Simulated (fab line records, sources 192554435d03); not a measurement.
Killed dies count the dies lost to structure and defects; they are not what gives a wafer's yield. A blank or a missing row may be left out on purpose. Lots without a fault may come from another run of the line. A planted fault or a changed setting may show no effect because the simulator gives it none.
fab line records	flow n5Finfet
record lots=7	wafers=21
route steps=1938 shown BEOL_M10@1486 BEOL_M11@1539 BEOL_M13@1682 BEOL_M14@1751 BEOL_M15@1808 MIM_TOP@1838 PAD_METAL@1895
startH: hours from the record's opening day to when the first of the lot's shown wafers began	waitH: hours from the lot's prior step to this one	" repeats the value in the row above	L1.1+2: one row covering several wafers at once	- no value present, or no start provided	* or withheld: withheld	< > ~ a bound
route shown NAME@n: a module of which the file shows steps, and the number in the route of the first	usual: average and standard deviation across the fault-free wafers	same: alike in all rows	chamber/n: place in a boat	sites: per-site readings	_std_site: how widely they spread, as a standard deviation	_edge_site: mean of outer sites minus mean of inner sites	radiusMm: how far each site lies from the wafer's centre	mask NAME#n: copy n	behind: the last tool/chamber to shape the wafer	hold: what put the lot on hold/how long, in hours/how the hold closed	device: names the non-switching transistor (n, p or np)	end of line: tests run on the same wafers once the route is complete	where a step has no rows: the recipe by itself	killed: dies lost to structure and defects at the first sort, not the wafer's yield	map: shows each die of a wafer: x if killed, . if not, _ if none is there
set.NAME: the setting as run; set.NAME@STEP: as run at that earlier step	model.NAME: the simulator's own value behind a step, which no gauge read
lots where settings were altered on purpose, with a table for each step and a row for each wafer
## steps
# step N5_BEOL_M10_DESCUM_16
# recipe chemistry=O2	timeS=7.9	sourcePowerW=50	biasPowerW=20	pressureMtorr=20	rfFrequencyHz=2.712e+07	tempC=40	resist=CAR-ArF	o2FlowSccm=225
lot.wafer	tool	chamber	startH	waitH	set.timeS	model.CAR-ArF_of_BEOL_M10_COAT_05.thkNm
L079.3+5+6	rieDiel-02	2,1,2	267.17	0.3	7.9	83.8
L080.1+6	rieDiel-06	0	276.08	0.0	7.9	84.2
L080.5	"	3	"	"	8.832	83.4
L087.1	rieDiel-02	2	294.21	0.0	9.319	82.6
L087.4	"	0	"	"	9.319	82.8
L087.5	"	0	"	"	7.9	83.8
L086.1	rieDiel-03	1	299.96	0.0	6.933	84.2
L086.2	"	2	"	"	7.9	83
L086.3	"	3	"	"	7.9	83.8
L088.1	rieDiel-06	2	308.54	0.0	9.36	82.6
L088.3	"	3	"	"	7.9	83.4
L088.6	"	3	"	"	7.9	83.6
L089.2	rieDiel-03	1	311.00	0.0	6.355	84.4
L089.4	"	2	"	"	7.9	83.2
L089.6	"	1	"	"	6.355	84
L093.4	rieDiel-03	1	345.84	0.1	8.621	83.2
L093.5	"	0	"	"	7.9	83.8
L093.6	"	1	"	"	7.9	83.6
# step N5_BEOL_M10_ETCH_61
# recipe chemistry=CF4	target=SiARC	targetDepthA=390	maskMaterial=CAR-ArF	timeS=65	ionEnergyEv=80	pressureMtorr=40	sourceW=545	biasW=36	Ar_flow_sccm=100	cf4FlowSccm=100	ends=cleared
lot.wafer	tool	chamber	startH	waitH	set.timeS@BEOL_M10_DESCUM_16	model.CAR-ArF_of_BEOL_M10_COAT_05.thkNm
L079.3+5+6	rieDiel-02	2,1,2	267.20	0.0	7.9	55.8
L080.1+6	rieDiel-06	0	276.12	0.0	7.9	56.2
L080.5	"	3	"	"	8.832	55.6
L087.1	rieDiel-02	2	294.25	0.0	9.319	54.8
L087.4	"	0	"	"	9.319	55
L087.5	"	0	"	"	7.9	55.8
L086.1	rieDiel-03	1	299.99	0.0	6.933	56.2
L086.2	"	2	"	"	7.9	55.2
L086.3	"	3	"	"	7.9	55.8
L088.1	rieDiel-06	2	308.57	0.0	9.36	54.8
L088.3	"	3	"	"	7.9	55.4
L088.6	"	3	"	"	7.9	55.6
L089.2	rieDiel-03	1	311.04	0.0	6.355	56.6
L089.4	"	2	"	"	7.9	55.4
L089.6	"	1	"	"	6.355	56.2
L093.4	rieDiel-03	1	345.87	0.0	8.621	55.2
L093.5+6	"	0,1	"	"	7.9	55.8
# step N5_BEOL_M11_PECVD_70
# recipe material=SiO2	targetThkA=200	tempC=400	precursor=TEOS/O2	pressureTorr=5.5	rfW=450	teosFlowSccm=53.8	gas=O2	flowSccm=3000	timeS=22.7
lot.wafer	tool	chamber	startH	waitH	set.tempC	model.SiO2_of_BEOL_M11_PECVD_70.thkNm
L079.3+5	pecvd-01	2,0	272.85	0.0	400	20
L079.6	"	2	"	"	400	20.4
L080.1	pecvd-01	0	280.72	0.0	400	19.8
L080.5	"	1	"	"	414.1	18.4
L080.6	"	2	"	"	414.1	18
L087.1	pecvd-04	2	304.20	0.0	408.3	18.8
L087.4	"	2	"	"	400	19.8
L087.5	"	1	"	"	408.3	19
L086.1	pecvd-02	2	307.45	0.0	392.7	21.2
L086.2	"	0	"	"	392.7	20.6
L086.3	"	1	"	"	400	20.4
L088.1+6	pecvd-04	0,2	314.59	0.0	400	20
L088.3	"	2	"	"	400	19.6
L089.2+4	pecvd-01	1,2	316.76	0.0	400	20.4
L089.6	"	1	"	"	388.1	21.8
L093.4+6	pecvd-01	2,0	352.77	0.1	400	20.2
L093.5	"	1	"	"	385.4	22.4
# step N5_BEOL_M11_HM_DEP_02
# recipe material=TiN	targetThkA=200	tempC=25	chamberPressurePa=0.49996
# step N5_BEOL_M11_COAT_59
# recipe resist=SOC	tempC=250	timeS=60	spinRpm=1500	resistThkNm=100
# step N5_BEOL_M11_STRIP_77
# recipe chemistry=N2/H2	timeS=10	powerW=450	tempC=40	pressureMtorr=20	rfFrequencyHz=6e+07	biasPowerW=7	n2FlowSccm=200	h2FlowSccm=200
# step N5_BEOL_M11_HM_STRIP_39
# recipe chemistry=peroxideTinStrip	material=TiN	targetDepthA=250	tempC=50	timeS=158
lot.wafer	tool	chamber	startH	waitH	set.tempC@BEOL_M11_PECVD_70	model.SiO2_of_BEOL_M11_PECVD_70.thkNm
L079.3	wetBench-06	3	276.13	0.0	400	19.8
L079.5	"	4	"	"	400	20
L079.6	"	6	"	"	400	20.2
L080.1	wetBench-01	0	283.96	0.0	400	19.6
L080.5	"	1	"	"	414.1	18.2
L080.6	"	2	"	"	414.1	18
L087.1	wetBench-01	5	308.38	0.0	408.3	18.6
L087.4	"	6	"	"	400	19.6
L087.5	"	0	"	"	408.3	18.8
L086.1	wetBench-06	1	311.13	0.0	392.7	21
L086.2	"	7	"	"	392.7	20.6
L086.3	"	0	"	"	400	20.2
L088.1+6	wetBench-02	2,5	318.36	0.0	400	19.8
L088.3	"	0	"	"	400	19.4
L089.2+4	wetBench-01	5,0	322.58	0.0	400	20.2
L089.6	"	7	"	"	388.1	21.8
L093.4+6	wetBench-01	7,2	356.38	0.0	400	20
L093.5	"	0	"	"	385.4	22.2
# step N5_BEOL_M13_COAT_22
# recipe spinRpm=2888	resistThkNm=300
lot.wafer	tool	chamber	startH	waitH	set.spinRpm	model.coat_of_BEOL_M13_COAT_22.thkNm
L079.3	lithoTrack-03	0	-	-	2888	301.6
L079.5	"	0	"	"	2888	302
L079.6	"	0	"	"	2888	301
L080.1	lithoTrack-03	0	-	-	2888	302.2
L080.5	"	0	"	"	2888	301.2
L080.6	"	0	"	"	2888	301.6
L087.1	lithoTrack-03	0	-	-	2888	300.8
L087.4	"	0	"	"	2888	301.2
L087.5	"	0	"	"	3167	287.2
L086.1	lithoTrack-04	0	-	-	2888	298.8
L086.2	"	0	"	"	2888	299.6
L086.3	"	0	"	"	2888	299
L088.1	lithoTrack-01	0	-	-	2631	313.6
L088.3	"	0	"	"	2888	300.2
L088.6	"	0	"	"	2888	299.4
L089.2	lithoTrack-03	0	-	-	2888	300.2
L089.4	"	0	"	"	2651	313
L089.6	"	0	"	"	2888	300.8
L093.4	lithoTrack-04	0	-	-	2888	301.2
L093.5	"	0	"	"	2888	300.6
L093.6	"	0	"	"	2784	305.6
# step N5_BEOL_M13_EXPOSE_25
# recipe maskId=M13	na=0.93	sourceShape=conventional	sigmaOuter=0.4	polarization=unpolarized	targetCdNm=210	doseMj=22
lot.wafer	tool	chamber	startH	waitH	mask	set.doseMj
L079.3+5+6	krfScanner-01	0	284.84	-	M13#0	22
L080.1+5+6	krfScanner-01	0	295.73	-	M13#0	22.69
L087.1+5	krfScanner-02	0	319.20	-	M13#0	20.42
L087.4	"	0	"	"	M13#0	22
L086.1+3	krfScanner-02	0	321.41	-	M13#0	22
L086.2	"	0	"	"	M13#0	23.54
L088.1+3+6	krfScanner-02	0	328.48	-	M13#0	23.42
L089.2+4+6	krfScanner-02	0	332.69	-	M13#0	23.29
L093.4+6	krfScanner-01	0	369.09	-	M13#0	20.6
L093.5	"	0	"	"	M13#0	22
# step N5_BEOL_M13_PEB_26
# recipe pebTempC=130	pebTimeS=90
# step N5_BEOL_M13_DEVELOP_27
# recipe developTimeS=45	rinseLiquid=diw	dry=airSpin	devTempC=21
# step N5_BEOL_M13_HARDBAKE_32
# recipe tempC=130	timeS=120
# step N5_BEOL_M13_CD_MEAS_28
# recipe targetCdNm=209.5	landingEnergyEv=500	detector=seInlens
# usual cdNm=208.8/0.92
lot.wafer	tool	chamber	startH	waitH	set.doseMj@BEOL_M13_EXPOSE_25	cdNm
L079.3	cdSem-03	0	285.00	-	22	208.5
L079.5	"	0	"	"	22	209.5
L079.6	"	0	"	"	22	210.3
L080.1	cdSem-01	0	295.90	-	22.69	212.9
L080.5	"	0	"	"	22.69	213.2
L080.6	"	0	"	"	22.69	211.6
L087.1	cdSem-01	0	319.38	-	20.42	201.2
L087.4	"	0	"	"	22	208.7
L087.5	"	0	"	"	20.42	200.3
L086.1	cdSem-02	0	321.58	-	22	208.8
L086.2	"	0	"	"	23.54	216.3
L086.3	"	0	"	"	22	209.2
L088.1	cdSem-03	0	328.65	-	23.42	213.4
L088.3	"	0	"	"	23.42	215.2
L088.6	"	0	"	"	23.42	215.0
L089.2	cdSem-03	0	332.86	-	23.29	213.4
L089.4	"	0	"	"	23.29	213.2
L089.6	"	0	"	"	23.29	213.4
L093.4	cdSem-01	0	369.25	-	20.6	202.2
L093.5	"	0	"	"	22	209.1
L093.6	"	0	"	"	20.6	203.0
# step N5_BEOL_M13_DESCUM_33
# recipe chemistry=O2	timeS=7.9	sourcePowerW=50	biasPowerW=20	pressureMtorr=20	rfFrequencyHz=2.712e+07	tempC=40	o2FlowSccm=225
lot.wafer	tool	chamber	startH	waitH	set.doseMj@BEOL_M13_EXPOSE_25	model.BEOL_M13.cdNm
L079.3	rieDiel-04	2	285.09	0.0	22	209
L079.5	"	0	"	"	22	209.2
L079.6	"	3	"	"	22	210
L080.1	rieDiel-04	0	295.99	0.0	22.69	213
L080.5	"	2	"	"	22.69	213.4
L080.6	"	3	"	"	22.69	211.6
L087.1	rieDiel-01	1	319.73	0.3	20.42	201.2
L087.4	"	0	"	"	22	209.2
L087.5	"	1	"	"	20.42	200.6
L086.1+3	rieDiel-04	2,0	321.67	0.0	22	209.2
L086.2	"	1	"	"	23.54	216
L088.1	rieDiel-05	3	329.01	0.3	23.42	213.6
L088.3+6	"	1,3	"	"	23.42	215.2
L089.2	rieDiel-01	0	332.95	0.0	23.29	213.2
L089.4	"	2	"	"	23.29	213
L089.6	"	1	"	"	23.29	213.4
L093.4	rieDiel-04	1	369.33	0.0	20.6	202.6
L093.5	"	1	"	"	22	209.6
L093.6	"	2	"	"	20.6	203.2
# step N5_BEOL_M13_ETCH_67
# recipe chemistry=CF4	target=SiARC	targetDepthA=1430	timeS=238.3	ionEnergyEv=80	pressureMtorr=40	sourceW=545	biasW=36	Ar_flow_sccm=100	cf4FlowSccm=100	ends=cleared
# step N5_BEOL_M13_ETCH_68
# recipe chemistry=N2/H2	target=SOC	maskMaterial=SiARC	sourceW=3000	biasW=350	tempC=40	timeS=355	ionEnergyEv=200	pressureMtorr=30	n2FlowSccm=200	h2FlowSccm=200
lot.wafer	tool	chamber	startH	waitH	set.doseMj@BEOL_M13_EXPOSE_25	model.BEOL_M13.cdNm
L079.3	rieDiel-04	2	285.27	0.1	22	211
L079.5	"	0	"	"	22	209.6
L079.6	"	3	"	"	22	211.8
L080.1	rieDiel-04	0	296.17	0.1	22.69	213.6
L080.5	"	2	"	"	22.69	214.6
L080.6	"	3	"	"	22.69	212.2
L087.1	rieDiel-01	1	319.91	0.1	20.42	200.6
L087.4	"	0	"	"	22	209.6
L087.5	"	1	"	"	20.42	200.8
L086.1	rieDiel-04	2	321.85	0.1	22	209.8
L086.2	"	1	"	"	23.54	216
L086.3	"	0	"	"	22	209
L088.1	rieDiel-05	3	329.19	0.1	23.42	212.4
L088.3	"	1	"	"	23.42	214.4
L088.6	"	3	"	"	23.42	214.2
L089.2	rieDiel-01	0	333.13	0.1	23.29	213.6
L089.4	"	2	"	"	23.29	215.6
L089.6	"	1	"	"	23.29	214
L093.4	rieDiel-04	1	369.52	0.1	20.6	203.2
L093.5	"	1	"	"	22	209
L093.6	"	2	"	"	20.6	205.2
# step N5_BEOL_M14_ETCH_68
# recipe chemistry=N2/H2	target=SOC	maskMaterial=SiARC	sourceW=3000	biasW=350	tempC=40	timeS=450	ionEnergyEv=200	pressureMtorr=30	n2FlowSccm=200	h2FlowSccm=200
lot.wafer	tool	chamber	startH	waitH	set.timeS	model.SiARC_of_BEOL_M14_COAT_66.thkNm
L079.3	rieDiel-02	0	290.90	0.1	450	66.8
L079.5	"	3	"	"	450	65.6
L079.6	"	2	"	"	450	65.8
L080.1	rieDiel-03	0	302.95	0.1	494.1	60.4
L080.5	"	3	"	"	494.1	60
L080.6	"	0	"	"	450	65.2
L087.1	rieDiel-03	0	328.97	0.1	450	65.2
L087.4	"	1	"	"	450	66.4
L087.5	"	0	"	"	450	64.8
L086.1	rieDiel-02	0	331.34	0.1	450	66.2
L086.2+3	"	3,2	"	"	450	65.4
L088.1	rieDiel-02	3	334.73	0.1	450	66
L088.3	"	2	"	"	450	65
L088.6	"	2	"	"	355.7	74.6
L089.2	rieDiel-02	2	338.64	0.1	450	65.6
L089.4	"	2	"	"	482.9	62.2
L089.6	"	0	"	"	450	66.6
L093.4	rieDiel-03	3	374.97	0.1	450	64.4
L093.5	"	0	"	"	527.9	56.6
L093.6	"	1	"	"	450	65.8
# step N5_BEOL_M14_SPUTTER_43
# recipe material=TaN	targetThkA=150	tempC=50	biasV=168.6	powerW=15000	chamberPressurePa=0.12	timeS=24.19
lot.wafer	tool	chamber	startH	waitH	set.powerW	model.TaN_of_BEOL_M14_SPUTTER_43.thkNm
L079.3+5	pvdSputter-03	-	292.72	0.0	15000	15.2
L079.6	"	-	"	"	15000	15
L080.1	pvdSputter-01	-	306.52	0.0	17180	17
L080.5	"	-	"	"	17180	16.8
L080.6	"	-	"	"	15000	14.8
L087.1	pvdSputter-03	-	332.34	0.0	15000	15
L087.4	"	-	"	"	17430	17.8
L087.5	"	-	"	"	15000	15.2
L086.1+2	pvdSputter-03	-	332.74	0.0	15000	15
L086.3	"	-	"	"	15000	15.2
L088.1	pvdSputter-02	-	335.82	0.0	15820	16.2
L088.3	"	-	"	"	15000	15.2
L088.6	"	-	"	"	15820	16
L089.2+6	pvdSputter-01	-	340.70	0.0	15000	14.8
L089.4	"	-	"	"	15000	15
L093.4+6	pvdSputter-02	-	378.70	0.0	15000	15
L093.5	"	-	"	"	15000	15.2
# step N5_BEOL_M15_ETCH_61
# recipe chemistry=N2/H2	target=BARC	targetDepthA=890	overetchA=267	timeS=67.9	ionEnergyEv=200	pressureMtorr=30	sourceW=840	biasW=150	n2FlowSccm=200	h2FlowSccm=200
lot.wafer	tool	chamber	startH	waitH	set.timeS	model.coat_of_BEOL_M15_COAT_22.thkNm
L079.3	rieDiel-01	0	296.64	0.0	67.9	717
L079.5	"	1	"	"	67.9	719.4
L079.6	"	2	"	"	67.9	720.2
L080.1	rieDiel-04	1	311.50	0.0	67.9	714.4
L080.5	"	2	"	"	67.9	717
L080.6	"	1	"	"	67.9	712.6
L087.1	rieDiel-04	0	336.36	0.0	67.9	719
L087.4	"	1	"	"	67.9	716.8
L087.5	"	3	"	"	58.57	726.6
L086.1	rieDiel-01	2	337.03	0.0	80.81	708.4
L086.2	"	3	"	"	67.9	720.2
L086.3	"	0	"	"	67.9	715.2
L088.1	rieDiel-05	1	339.46	0.0	67.9	719
L088.3	"	3	"	"	59.43	727.8
L088.6	"	1	"	"	59.43	723.8
L089.2	rieDiel-04	1	344.54	0.0	67.9	718.8
L089.4	"	3	"	"	76.12	715
L089.6	"	1	"	"	76.12	710.2
L093.4	rieDiel-01	3	383.53	0.0	54.63	729.8
L093.5	"	2	"	"	54.63	730.8
L093.6	"	1	"	"	67.9	718.2
# step N5_BEOL_M15_SPUTTER_44
# recipe material=Ta	targetThkA=150	tempC=50	biasV=80	powerW=15000	chamberPressurePa=0.07	timeS=24.19
lot.wafer	tool	chamber	startH	waitH	set.timeS	model.Ta_of_BEOL_M15_SPUTTER_44.thkNm
L079.3+5+6	pvdSputter-02	-	299.75	0.0	24.19	15.4
L080.1	pvdSputter-03	-	313.63	0.0	23.27	14.2
L080.5	"	-	"	"	24.19	14.6
L080.6	"	-	"	"	23.27	14.4
L087.1	pvdSputter-03	-	339.96	0.0	22.92	14.4
L087.4	"	-	"	"	24.19	15.4
L087.5	"	-	"	"	22.92	14.6
L086.1	pvdSputter-02	-	340.26	0.0	24.19	14.6
L086.2	"	-	"	"	24.19	15
L086.3	"	-	"	"	24.19	14.8
L088.1+3	pvdSputter-02	-	345.50	0.0	24.19	15.2
L088.6	"	-	"	"	24.19	15.4
L089.2	pvdSputter-01	-	345.66	0.0	24.19	15.2
L089.4	"	-	"	"	21.59	13.6
L089.6	"	-	"	"	24.19	15.4
L093.4	pvdSputter-03	-	386.32	0.0	24.19	15
L093.5	"	-	"	"	24.19	14.8
L093.6	"	-	"	"	24.19	15.2
# step N5_MIM_TOP_SPUTTER_03
# recipe material=TiN	targetThkA=350	tempC=200	powerW=3000	chamberPressurePa=0.49996	gas=Ar	reactivePartialPa=0.37997	timeS=89.7
lot.wafer	tool	chamber	startH	waitH	set.timeS	model.TiN_of_MIM_TOP_SPUTTER_03.thkNm
L079.3	pvdSputter-01	-	305.76	0.0	89.7	34.6
L079.5+6	"	-	"	"	89.7	35.4
L080.1	pvdSputter-03	-	318.39	0.0	89.7	35.4
L080.5	"	-	"	"	100.9	40
L080.6	"	-	"	"	89.7	35.2
L086.1	pvdSputter-03	-	345.73	0.0	89.7	35.6
L086.2	"	-	"	"	89.7	35.2
L086.3	"	-	"	"	82.14	32.4
L087.1	pvdSputter-01	-	345.90	0.0	94.82	37
L087.4	"	-	"	"	94.82	37.4
L087.5	"	-	"	"	89.7	34
L088.1	pvdSputter-01	-	351.15	0.0	89.7	34
L088.3	"	-	"	"	89.7	34.4
L088.6	"	-	"	"	89.7	34.6
L089.2	pvdSputter-03	-	351.21	0.0	89.7	35.6
L089.4	"	-	"	"	99.94	39.6
L089.6	"	-	"	"	99.94	39.2
L093.4	pvdSputter-01	-	390.60	0.0	86.08	33.8
L093.5	"	-	"	"	89.7	34.8
L093.6	"	-	"	"	89.7	34.4
# step N5_PASSIVATION_SPUTTER_20
# recipe material=TaN	targetThkA=500	tempC=25	chamberPressurePa=0.4
lot.wafer	tool	chamber	startH	waitH	set.targetThkA	model.TaN_of_PASSIVATION_SPUTTER_20.thkNm
L079.3	pvdSputter-02	-	310.87	0.0	500	49.6
L079.5+6	"	-	"	"	500	49.8
L080.1	pvdSputter-03	-	323.84	0.0	500	51
L080.5	"	-	"	"	500	49.4
L080.6	"	-	"	"	500	50.6
L086.1+2	pvdSputter-01	-	350.57	0.0	525.9	51.4
L086.3	"	-	"	"	500	49
L087.1	pvdSputter-02	-	351.26	0.0	500	49.4
L087.4	"	-	"	"	457.8	45.4
L087.5	"	-	"	"	457.8	45
L088.1	pvdSputter-01	-	355.26	0.0	432.9	41.8
L088.3	"	-	"	"	432.9	42.2
L088.6	"	-	"	"	500	48.2
L089.2	pvdSputter-02	-	355.32	0.0	455.8	45
L089.4	"	-	"	"	500	50
L089.6	"	-	"	"	455.8	45.6
L093.4	pvdSputter-03	-	394.69	0.0	457.5	47.4
L093.5	"	-	"	"	457.5	46
L093.6	"	-	"	"	457.5	46.6
## key
split step=N5_BEOL_M10_DESCUM_16	setting=timeS	stated=7.9	by=wafer
response step=N5_BEOL_M10_DESCUM_16	reading=model.CAR-ArF_of_BEOL_M10_COAT_05.thkNm	change=-0.0562	per=1%	r=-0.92
response step=N5_BEOL_M10_ETCH_61	reading=model.CAR-ArF_of_BEOL_M10_COAT_05.thkNm	change=-0.0492	per=1%	r=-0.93
split step=N5_BEOL_M11_PECVD_70	setting=tempC	stated=400	by=wafer
response step=N5_BEOL_M11_PECVD_70	reading=model.SiO2_of_BEOL_M11_PECVD_70.thkNm	change=-0.488	per=1%	r=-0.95
response step=N5_BEOL_M11_HM_STRIP_39	reading=model.SiO2_of_BEOL_M11_PECVD_70.thkNm	change=-0.498	per=1%	r=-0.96
split step=N5_BEOL_M13_COAT_22	setting=spinRpm	stated=2888	by=wafer
response step=N5_BEOL_M13_COAT_22	reading=model.coat_of_BEOL_M13_COAT_22.thkNm	change=-1.49	per=1%	r=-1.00
split step=N5_BEOL_M13_EXPOSE_25	setting=doseMj	stated=22	by=wafer
response step=N5_BEOL_M13_CD_MEAS_28	reading=cdNm	change=+1.06	per=1%	r=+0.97
response step=N5_BEOL_M13_DESCUM_33	reading=model.BEOL_M13.cdNm	change=+1.06	per=1%	r=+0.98
response step=N5_BEOL_M13_ETCH_68	reading=model.BEOL_M13.cdNm	change=+0.997	per=1%	r=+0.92
split step=N5_BEOL_M14_ETCH_68	setting=timeS	stated=450	by=wafer
response step=N5_BEOL_M14_ETCH_68	reading=model.SiARC_of_BEOL_M14_COAT_66.thkNm	change=-0.468	per=1%	r=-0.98
split step=N5_BEOL_M14_SPUTTER_43	setting=powerW	stated=15000	by=wafer
response step=N5_BEOL_M14_SPUTTER_43	reading=model.TaN_of_BEOL_M14_SPUTTER_43.thkNm	change=+0.157	per=1%	r=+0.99
split step=N5_BEOL_M15_ETCH_61	setting=timeS	stated=67.9	by=wafer
response step=N5_BEOL_M15_ETCH_61	reading=model.coat_of_BEOL_M15_COAT_22.thkNm	change=-0.561	per=1%	r=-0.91
split step=N5_BEOL_M15_SPUTTER_44	setting=timeS	stated=24.19	by=wafer
response step=N5_BEOL_M15_SPUTTER_44	reading=model.Ta_of_BEOL_M15_SPUTTER_44.thkNm	change=+0.153	per=1%	r=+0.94
split step=N5_MIM_TOP_SPUTTER_03	setting=timeS	stated=89.7	by=wafer
response step=N5_MIM_TOP_SPUTTER_03	reading=model.TiN_of_MIM_TOP_SPUTTER_03.thkNm	change=+0.366	per=1%	r=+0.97
split step=N5_PASSIVATION_SPUTTER_20	setting=targetThkA	stated=500	by=wafer
response step=N5_PASSIVATION_SPUTTER_20	reading=model.TaN_of_PASSIVATION_SPUTTER_20.thkNm	change=+0.485	per=1%	r=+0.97
